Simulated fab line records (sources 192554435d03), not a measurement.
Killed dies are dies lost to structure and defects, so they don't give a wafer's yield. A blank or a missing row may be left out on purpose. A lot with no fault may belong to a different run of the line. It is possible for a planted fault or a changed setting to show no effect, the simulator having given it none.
Which of the tools did it? || flow n5 finfet || 27 wafers from 9 lots sampled at 7 of the route's 1938 steps

WHAT THE GAUGES READ, wafer by wafer
N5_BEOL_M4_RC_MEAS_101. Usual: DIBL_N 35.1 mV/V, standard deviation 1.6; DIBL_P 34.9 mV/V, standard deviation 1.8; IOFF_N 0.143 nA/um, standard deviation 0.026; IOFF_P 0.21 nA/um, standard deviation 0.037; ION_N 671 uA/um, standard deviation 11; ION_P 463 uA/um, standard deviation 7.8; SS_N 71.2 mV/dec, standard deviation 0.58; SS_P 73.0 mV/dec, standard deviation 0.54; VT_N 251 mV, standard deviation 3; VT_P -250 mV, standard deviation 4.1.
{"lot": "L396", "measured": "day 8 19:02", "on": "prober-02", "DIBL_N (mV/V)": "36.0 35.5 38.2", "DIBL_P (mV/V)": "35.6 35.7 37.7", "IOFF_N (nA/um)": "0.173 0.165 0.214", "IOFF_P (nA/um)": "0.22 0.23 0.27", "ION_N (uA/um)": "682 682 690", "ION_P (uA/um)": "468 468 469", "SS_N (mV/dec)": "71.7 71.4 71.7", "SS_P (mV/dec)": "73.0 73.1 73.6", "VT_N (mV)": "248 247 246", "VT_P (mV)": "-247 -244 -242", "flag": ""}
{"lot": "L399", "measured": "day 9 04:28", "on": "prober-01", "DIBL_N (mV/V)": "33.5 33.3 34.0", "DIBL_P (mV/V)": "33.1 32.9 33.4", "IOFF_N (nA/um)": "0.131 0.129 0.138", "IOFF_P (nA/um)": "0.17 0.17 0.16", "ION_N (uA/um)": "676 670 675", "ION_P (uA/um)": "461 453 460", "SS_N (mV/dec)": "71.2 71.2 70.9", "SS_P (mV/dec)": "72.3 73.0 73.1", "VT_N (mV)": "249 251 253", "VT_P (mV)": "-254 -255 -254", "flag": ""}
{"lot": "L402", "measured": "day 11 01:00", "on": "prober-01", "DIBL_N (mV/V)": "34.3 35.9 33.5", "DIBL_P (mV/V)": "35.1 36.5 34.4", "IOFF_N (nA/um)": "0.135 0.155 0.131", "IOFF_P (nA/um)": "0.20 0.23 0.20", "ION_N (uA/um)": "681 691 668", "ION_P (uA/um)": "467 467 469", "SS_N (mV/dec)": "71.2 71.6 71.2", "SS_P (mV/dec)": "73.2 73.7 72.3", "VT_N (mV)": "254 251 252", "VT_P (mV)": "-248 -246 -250", "flag": ""}
{"lot": "L405", "measured": "day 11 08:31", "on": "prober-02", "DIBL_N (mV/V)": "35.2 36.0 34.7", "DIBL_P (mV/V)": "34.4 35.8 34.0", "IOFF_N (nA/um)": "0.143 0.156 0.136", "IOFF_P (nA/um)": "0.19 0.21 0.19", "ION_N (uA/um)": "676 678 671", "ION_P (uA/um)": "462 466 462", "SS_N (mV/dec)": "71.2 72.0 71.2", "SS_P (mV/dec)": "73.3 74.1 73.2", "VT_N (mV)": "252 249 251", "VT_P (mV)": "-253 -250 -253", "flag": ""}
{"lot": "L414", "measured": "day 13 23:04", "on": "prober-01", "DIBL_N (mV/V)": "34.1 34.5 34.7", "DIBL_P (mV/V)": "34.2 33.9 36.2", "IOFF_N (nA/um)": "0.138 0.140 0.165", "IOFF_P (nA/um)": "0.20 0.19 0.24", "ION_N (uA/um)": "668 670 696", "ION_P (uA/um)": "462 459 477", "SS_N (mV/dec)": "70.5 71.0 71.9", "SS_P (mV/dec)": "73.2 73.2 73.1", "VT_N (mV)": "251 253 246", "VT_P (mV)": "-247 -249 -246", "flag": ""}
{"lot": "L412", "measured": "day 13 23:33", "on": "prober-02", "DIBL_N (mV/V)": "34.6 35.2 35.7", "DIBL_P (mV/V)": "33.5 34.0 33.9", "IOFF_N (nA/um)": "0.104 0.122 0.121", "IOFF_P (nA/um)": "0.17 0.18 0.18", "ION_N (uA/um)": "647 660 653", "ION_P (uA/um)": "447 455 454", "SS_N (mV/dec)": "71.2 70.7 70.8", "SS_P (mV/dec)": "73.7 73.1 73.1", "VT_N (mV)": "256 254 256", "VT_P (mV)": "-256 -253 -253", "flag": ""}
{"lot": "L415", "measured": "day 14 05:44", "on": "prober-01", "DIBL_N (mV/V)": "33.6 36.4 33.3", "DIBL_P (mV/V)": "33.2 36.0 32.2", "IOFF_N (nA/um)": "0.113 0.156 0.106", "IOFF_P (nA/um)": "0.18 0.22 0.16", "ION_N (uA/um)": "655 676 656", "ION_P (uA/um)": "462 475 455", "SS_N (mV/dec)": "70.6 71.6 70.8", "SS_P (mV/dec)": "72.5 73.7 71.9", "VT_N (mV)": "253 252 255", "VT_P (mV)": "-249 -248 -252", "flag": ""}
{"lot": "L416", "measured": "day 14 18:48", "on": "prober-01", "DIBL_N (mV/V)": "34.3 37.4 36.3", "DIBL_P (mV/V)": "33.8 38.1 36.9", "IOFF_N (nA/um)": "0.121 0.175 0.154", "IOFF_P (nA/um)": "0.19 0.26 0.23", "ION_N (uA/um)": "656 675 674", "ION_P (uA/um)": "450 472 472", "SS_N (mV/dec)": "71.3 71.4 71.2", "SS_P (mV/dec)": "72.6 73.6 72.7", "VT_N (mV)": "253 249 251", "VT_P (mV)": "-251 -247 -250", "flag": ""}
{"lot": "L417", "measured": "day 14 19:01", "on": "prober-02", "DIBL_N (mV/V)": "38.4 33.5 35.1", "DIBL_P (mV/V)": "38.9 34.8 36.8", "IOFF_N (nA/um)": "0.223 0.133 0.157", "IOFF_P (nA/um)": "0.25 0.19 0.21", "ION_N (uA/um)": "674 675 681", "ION_P (uA/um)": "451 461 466", "SS_N (mV/dec)": "72.7 70.7 70.6", "SS_P (mV/dec)": "74.1 72.9 73.5", "VT_N (mV)": "250 252 248", "VT_P (mV)": "-248 -248 -252", "flag": ""}

N5_BEOL_M11_OVL_MEAS_29. Usual: V10_OVL -0.2 nm, standard deviation 0.78.
{"lot": "L396", "measured": "day 12 00:38", "on": "overlay-01", "V10_OVL (nm)": "0.5 -0.4 -0.2", "flag": ""}
{"lot": "L399", "measured": "day 12 10:51", "on": "overlay-02", "V10_OVL (nm)": "-0.9 0.0 -1.5", "flag": ""}
{"lot": "L402", "measured": "day 13 18:05", "on": "overlay-01", "V10_OVL (nm)": "-0.1 0.9 0.4", "flag": ""}
{"lot": "L405", "measured": "day 13 19:36", "on": "overlay-02", "V10_OVL (nm)": "-0.3 -0.3 0.2", "flag": ""}
{"lot": "L414", "measured": "day 17 01:44", "on": "overlay-02", "V10_OVL (nm)": "0.0 -0.7 0.4", "flag": ""}
{"lot": "L412", "measured": "day 16 14:23", "on": "overlay-01", "V10_OVL (nm)": "-0.8 -0.1 -0.1", "flag": ""}
{"lot": "L415", "measured": "day 16 17:43", "on": "overlay-01", "V10_OVL (nm)": "0.5 0.8 0.5", "flag": ""}
{"lot": "L416", "measured": "day 18 01:14", "on": "overlay-02", "V10_OVL (nm)": "-0.9 -0.5 -0.7", "flag": ""}
{"lot": "L417", "measured": "day 18 01:17", "on": "overlay-02", "V10_OVL (nm)": "0.0 -2.2 -0.4", "flag": ""}

N5_BEOL_M11_THK_MEAS_53: measures by xrf. Usual: M11_THK 139 nm, standard deviation 3.1.
{"lot": "L396", "measured": "day 12 03:49", "on": "film metro-02", "M11_THK (nm)": "135 137 136", "flag": ""}
{"lot": "L399", "measured": "day 12 14:46", "on": "film metro-02", "M11_THK (nm)": "137 135 137", "flag": ""}
{"lot": "L402", "measured": "day 13 21:17", "on": "film metro-02", "M11_THK (nm)": "250 260 253", "flag": "OFF"}
{"lot": "L405", "measured": "day 13 23:21", "on": "film metro-01", "M11_THK (nm)": "252 137 136", "flag": "OFF"}
{"lot": "L414", "measured": "day 17 06:52", "on": "film metro-02", "M11_THK (nm)": "139 139 139", "flag": ""}
{"lot": "L412", "measured": "day 16 17:02", "on": "film metro-01", "M11_THK (nm)": "137 142 138", "flag": ""}
{"lot": "L415", "measured": "day 16 21:46", "on": "film metro-01", "M11_THK (nm)": "137 145 141", "flag": ""}
{"lot": "L416", "measured": "day 18 04:25", "on": "film metro-01", "M11_THK (nm)": "144 138 142", "flag": ""}
{"lot": "L417", "measured": "day 18 04:20", "on": "film metro-02", "M11_THK (nm)": "133 139 135", "flag": ""}

N5_BEOL_M11_INSPECT_58: inspects for defects (darkfield). Usual: raw defect count 65, standard deviation 21.
{"lot": "L396", "measured": "day 12 03:58", "on": "defect inspect-02", "raw defect count": "74 49 52", "flag": ""}
{"lot": "L399", "measured": "day 12 14:55", "on": "defect inspect-02", "raw defect count": "64 91 75", "flag": ""}
{"lot": "L402", "measured": "day 13 21:26", "on": "defect inspect-02", "raw defect count": "1032 1141 1047", "flag": "OFF"}
{"lot": "L405", "measured": "day 13 23:32", "on": "defect inspect-02", "raw defect count": "1042 64 48", "flag": "OFF"}
{"lot": "L414", "measured": "day 17 07:01", "on": "defect inspect-02", "raw defect count": "68 55 82", "flag": ""}
{"lot": "L412", "measured": "day 16 17:11", "on": "defect inspect-02", "raw defect count": "59 56 50", "flag": ""}
{"lot": "L415", "measured": "day 16 21:55", "on": "defect inspect-02", "raw defect count": "37 54 77", "flag": ""}
{"lot": "L416", "measured": "day 18 04:34", "on": "defect inspect-02", "raw defect count": "68 20 49", "flag": ""}
{"lot": "L417", "measured": "day 18 04:31", "on": "defect inspect-02", "raw defect count": "51 48 64", "flag": ""}

N5_BEOL_M12_OVL_MEAS_11. Usual: V11_OVL -1 nm, standard deviation 5.8.
{"lot": "L396", "measured": "day 12 04:35", "on": "overlay-02", "V11_OVL (nm)": "4 -5 1", "flag": ""}
{"lot": "L399", "measured": "day 12 15:25", "on": "overlay-01", "V11_OVL (nm)": "6 7 6", "flag": ""}
{"lot": "L405", "measured": "day 14 00:03", "on": "overlay-02", "V11_OVL (nm)": "-2 -7", "flag": ""}
{"lot": "L414", "measured": "day 17 07:42", "on": "overlay-02", "V11_OVL (nm)": "-1 -13 -1", "flag": ""}
{"lot": "L412", "measured": "day 16 18:31", "on": "overlay-02", "V11_OVL (nm)": "4 4 2", "flag": ""}
{"lot": "L415", "measured": "day 16 22:25", "on": "overlay-01", "V11_OVL (nm)": "-4 -2 3", "flag": ""}
{"lot": "L416", "measured": "day 18 05:04", "on": "overlay-01", "V11_OVL (nm)": "-4 -5 -5", "flag": ""}
{"lot": "L417", "measured": "day 18 05:06", "on": "overlay-02", "V11_OVL (nm)": "1 3 7", "flag": ""}

WHAT TOOL EACH LOT RAN ON (gives the tool, then ch and the chambers of the sampled wafers, and finally the start)
{"lot": "L396", "N5_BEOL_M11_STRIP_19": "rie diel-02 ch 0,1,3, day 11 16:40", "N5_BEOL_M11_CMP_52": "cmp-02 ch 0,2,3, day 12 03:35"}
{"lot": "L399", "N5_BEOL_M11_STRIP_19": "rie diel-02 ch 0,3, day 12 08:15", "N5_BEOL_M11_CMP_52": "cmp-01 ch 0,1,3, day 12 14:35"}
{"lot": "L402", "N5_BEOL_M11_STRIP_19": "rie diel-03 ch 2,3, day 13 16:35", "N5_BEOL_M11_CMP_52": "cmp-02 ch 0,1,3, day 13 21:00"}
{"lot": "L405", "N5_BEOL_M11_STRIP_19": "rie diel-01 ch 0,1, day 13 18:58", "N5_BEOL_M11_CMP_52": "cmp-02 ch 0,1, day 13 23:04"}
{"lot": "L414", "N5_BEOL_M11_STRIP_19": "rie diel-02 ch 0,1,3, day 16 22:52", "N5_BEOL_M11_CMP_52": "cmp-03 ch 0,1, day 17 06:37"}
{"lot": "L412", "N5_BEOL_M11_STRIP_19": "rie diel-03 ch 1,2,3, day 16 13:53", "N5_BEOL_M11_CMP_52": "cmp-03 ch 0,2,3, day 16 16:46"}
{"lot": "L415", "N5_BEOL_M11_STRIP_19": "rie diel-01 ch 0,1,3, day 16 17:11", "N5_BEOL_M11_CMP_52": "cmp-02 ch 0,2,3, day 16 21:29"}
{"lot": "L416", "N5_BEOL_M11_STRIP_19": "rie diel-03 ch 0,1,2, day 17 23:06", "N5_BEOL_M11_CMP_52": "cmp-03 ch 0,2,3, day 18 04:07"}
{"lot": "L417", "N5_BEOL_M11_STRIP_19": "rie diel-01 ch 1,3, day 17 23:34", "N5_BEOL_M11_CMP_52": "cmp-01 ch 2,3, day 18 04:05"}
- N5_BEOL_M11_STRIP_19: strips in O2.
- N5_BEOL_M11_CMP_52: polishes, stops on SiCOH lowk, t overpolish 7 s, target thk 140 nm.

WHAT THE TOOLS THEMSELVES READ (means of the sampled wafers that have a number; where no wafer has one, the mark that the record gives instead)
N5_BEOL_M11_STRIP_19. Usual: drypump motor current A 5.6 A, standard deviation 0.34; oes product au 0.76 a.u., standard deviation 0.078; rf vpp V 3.7 V, standard deviation 0.62; showerhead plenum p Torr 2.11 Torr, standard deviation 0.074; throttle valve pct 16.89 %, standard deviation 0.22.
{"lot": "L396", "tool": "rie diel-02", "drypump motor current A (A)": 5.5, "oes product au (a.u.)": 0.82, "rf vpp V (V)": 3.9, "showerhead plenum p Torr (Torr)": 2.16, "throttle valve pct (%)": 16.72, "flag": ""}
{"lot": "L399", "tool": "rie diel-02", "drypump motor current A (A)": 5.6, "oes product au (a.u.)": 0.86, "rf vpp V (V)": 3.6, "showerhead plenum p Torr (Torr)": 2.12, "throttle valve pct (%)": 16.54, "flag": ""}
{"lot": "L402", "tool": "rie diel-03", "drypump motor current A (A)": 5.4, "oes product au (a.u.)": 0.71, "rf vpp V (V)": 3.8, "showerhead plenum p Torr (Torr)": 2.09, "throttle valve pct (%)": 17.15, "flag": ""}
{"lot": "L405", "tool": "rie diel-01", "drypump motor current A (A)": 6.0, "oes product au (a.u.)": 0.71, "rf vpp V (V)": 3.2, "showerhead plenum p Torr (Torr)": 2.08, "throttle valve pct (%)": 17.02, "flag": ""}
{"lot": "L414", "tool": "rie diel-02", "drypump motor current A (A)": 5.5, "oes product au (a.u.)": 0.77, "rf vpp V (V)": 3.6, "showerhead plenum p Torr (Torr)": 2.14, "throttle valve pct (%)": 16.80, "flag": ""}
{"lot": "L412", "tool": "rie diel-03", "drypump motor current A (A)": 5.6, "oes product au (a.u.)": 0.76, "rf vpp V (V)": 3.6, "showerhead plenum p Torr (Torr)": 2.12, "throttle valve pct (%)": 17.03, "flag": ""}
{"lot": "L415", "tool": "rie diel-01", "drypump motor current A (A)": 6.1, "oes product au (a.u.)": 0.69, "rf vpp V (V)": 3.7, "showerhead plenum p Torr (Torr)": 2.04, "throttle valve pct (%)": 16.98, "flag": ""}
{"lot": "L416", "tool": "rie diel-03", "drypump motor current A (A)": 5.5, "oes product au (a.u.)": 0.76, "rf vpp V (V)": 3.8, "showerhead plenum p Torr (Torr)": 2.12, "throttle valve pct (%)": 16.94, "flag": ""}
{"lot": "L417", "tool": "rie diel-01", "drypump motor current A (A)": 6.2, "oes product au (a.u.)": 0.88, "rf vpp V (V)": 3.1, "showerhead plenum p Torr (Torr)": 2.03, "throttle valve pct (%)": 16.69, "flag": ""}

N5_BEOL_M11_CMP_52. Usual: barrier field endpoint s 29.0 s, standard deviation 0.71; motor current A 5.9 A, standard deviation 0.8; overpolish run s 7.000 s, standard deviation 0.0092; retaining ring pressure frac 1.000, standard deviation 0.0051; time to endpoint s 66.1 s, standard deviation 2.8.
{"lot": "L396", "tool": "cmp-02", "barrier field endpoint s (s)": 29.0, "motor current A (A)": 6.2, "overpolish run s (s)": 6.990, "retaining ring pressure frac": 0.999, "time to endpoint s (s)": 64.1, "flag": ""}
{"lot": "L399", "tool": "cmp-01", "barrier field endpoint s (s)": 28.9, "motor current A (A)": 5.4, "overpolish run s (s)": 6.997, "retaining ring pressure frac": 1.003, "time to endpoint s (s)": 67.5, "flag": ""}
{"lot": "L402", "tool": "cmp-02", "barrier field endpoint s (s)": 46.9, "motor current A (A)": 6.2, "overpolish run s (s)": 0.038, "retaining ring pressure frac": 1.003, "time to endpoint s (s)": 85.2, "flag": "OFF"}
{"lot": "L405", "tool": "cmp-02", "barrier field endpoint s (s)": 35.3, "motor current A (A)": 5.6, "overpolish run s (s)": 4.681, "retaining ring pressure frac": 0.995, "time to endpoint s (s)": 73.6, "flag": "OFF"}
{"lot": "L414", "tool": "cmp-03", "barrier field endpoint s (s)": 28.9, "motor current A (A)": 6.6, "overpolish run s (s)": 7.010, "retaining ring pressure frac": 0.995, "time to endpoint s (s)": 64.1, "flag": ""}
{"lot": "L412", "tool": "cmp-03", "barrier field endpoint s (s)": 28.9, "motor current A (A)": 6.5, "overpolish run s (s)": 6.999, "retaining ring pressure frac": 0.999, "time to endpoint s (s)": 66.3, "flag": ""}
{"lot": "L415", "tool": "cmp-02", "barrier field endpoint s (s)": 28.8, "motor current A (A)": 6.1, "overpolish run s (s)": 6.999, "retaining ring pressure frac": 1.002, "time to endpoint s (s)": 65.3, "flag": ""}
{"lot": "L416", "tool": "cmp-03", "barrier field endpoint s (s)": 28.6, "motor current A (A)": 6.5, "overpolish run s (s)": 7.002, "retaining ring pressure frac": 1.000, "time to endpoint s (s)": 65.7, "flag": ""}
{"lot": "L417", "tool": "cmp-01", "barrier field endpoint s (s)": 29.1, "motor current A (A)": 5.4, "overpolish run s (s)": 6.999, "retaining ring pressure frac": 1.001, "time to endpoint s (s)": 65.0, "flag": ""}

THE ANSWER, worked out from the rows above alone
Rule: lot off if the mean of its wafers having a number is beyond 3 standard deviations from the usual mean. Also off: a lot with no number at a reading for which 4 or more lots have one. Where the step has rows for the other lots, those lots are counted as sound. The gauges are gone through in route order, then the tools' own readings, and for those a lot's mean is taken as printed above. At the first step where some lot is off, the reading lying furthest off is the one used; lots without a number count as furthest.
Off: L402, L405, seen at N5_BEOL_M11_THK_MEAS_53 (M11_THK).
A tool fits if, at a process step before that reading, it ran every lot that is off, and no sound lot after the first of them. Not tried: the gauges at N5_BEOL_M11_THK_MEAS_53; whatever is off there is also off at N5_BEOL_M11_INSPECT_58, on other tools, and gauge error can't account for it. No candidate that was tried fits.

WHAT THE SIMULATOR HAD PUT IN
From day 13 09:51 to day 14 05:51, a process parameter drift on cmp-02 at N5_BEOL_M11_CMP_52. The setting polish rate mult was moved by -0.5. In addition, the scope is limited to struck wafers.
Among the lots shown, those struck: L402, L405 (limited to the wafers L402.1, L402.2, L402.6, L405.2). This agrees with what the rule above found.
